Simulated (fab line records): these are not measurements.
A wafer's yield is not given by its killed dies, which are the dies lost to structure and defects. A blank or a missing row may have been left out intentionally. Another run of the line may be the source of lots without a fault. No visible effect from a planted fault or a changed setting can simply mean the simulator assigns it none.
8D (eight disciplines) problem report, filled in by code || flow nand_harc || the parts of the form that need people (team, actions taken, sign-off) are left out

## 1. THE ISSUE
run_length_s at NHARC_A_CONTACT_ETCH_91 reads a mean of 74.1 s on 5 wafers of 3 lots; wafers without a fault read 106.8 s with a standard deviation of 0.61. That puts it -54 standard deviations away from the usual mean.
The step: etches the open film in CH3F/O2, target depth 40 nm, time 85.7 s.
First observed at day 20 04:51: wafer L236.3, on rie_diel-05. The record holds 34 wafers of 12 lots with a number at this step. Rule for "out", or "out of limits": more than 4 standard deviations from the usual mean. All remaining wafers that have a number are taken as sound.

## 2. WHAT IT IS, AND WHAT IT ISN'T
{"question": "which readings at this step", "is": "run_length_s", "is not": "drypump_motor_current_A, oes_product_au, rf_vpp_V, showerhead_plenum_p_Torr, throttle_valve_pct"}
{"question": "which lots", "is": "L236, L242, L243", "is not": "L225, L226, L228, L231, L233, L234, L235, L237, L239"}
{"question": "which wafers of those lots", "is": "L236.3, L242.3, L242.6, L243.3, L243.6", "is not": "L236.4, L236.5"}
{"question": "read on which tools", "is": "rie_diel-05", "is not": "rie_diel-02, rie_diel-13"}
{"question": "when", "is": "from day 20 04:51", "is not": "up to then (29 sound wafers)"}

## 3. WHAT RULES OUT EACH SUSPECT
Counting: a tool at a process step up to the reading stays a suspect if it ran every lot that is out. Sound lots after the first of them don't rule it out here, since some wafers of a struck lot are sound.
- rie_diel-05 at NHARC_A_CONTACT_ETCH_77 (etches the open film in CF4/CHF3, target depth 72.6 nm, time 36.3 s): kept. It ran every lot that is out, first L236 (day 20 04:02); its last sound lot up to then is L237 (day 20 01:07). NHARC_A_CONTACT_ETCH_77: start missing for some lots; hours and lot order therefore follow NHARC_A_CONTACT_ETCH_131.
- rie_diel-05 at NHARC_A_CONTACT_ETCH_91 (etches the open film in CH3F/O2, target depth 40 nm, time 85.7 s): kept. It ran every lot that is out, first L236 (day 20 04:51); its last sound lot up to then is L237 (day 20 02:15). On those wafers its own readings are out: run_length_s.
Remaining after the count are rie_diel-05 at NHARC_A_CONTACT_ETCH_77 and rie_diel-05 at NHARC_A_CONTACT_ETCH_91.

## 4. THE CAUSE (what the simulator had put in)
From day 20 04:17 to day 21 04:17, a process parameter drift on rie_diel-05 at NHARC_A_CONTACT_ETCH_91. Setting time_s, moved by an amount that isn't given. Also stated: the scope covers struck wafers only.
Counting leaves 2 suspects; this tool is one of them.

## 5. THE EFFECT CHAIN, in route order
Each row: a reading whose mean over the struck wafers that have a number lies more than 3 standard deviations from the usual. Only readings for which the record gives a usual standard deviation are gone through. hours: the time from each lot's start at the first step in this table that gives one to its start at this step, as a median over the lots. sigmas: the change in usual standard deviations.
{"hours": 0, "step": "NHARC_A_CONTACT_ETCH_91", "reading": "run_length_s", "usual": "106.8 s", "on struck wafers": 74.1, "change": -32.7, "sigmas": -54}
Here are the process steps it includes:
- NHARC_A_CONTACT_ETCH_91: etches the open film in CH3F/O2, target depth 40 nm, time 85.7 s.
Later measuring or inspecting steps at which every struck wafer that the step has a row for has a number for every such reading, and none has moved that far: NHARC_END_SORT_01.

## 6. HOW IT WOULD HAVE BEEN CAUGHT EARLIER
In this record the first reading out of limits was taken at day 20 04:51, 1 hour after the fault began at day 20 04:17.
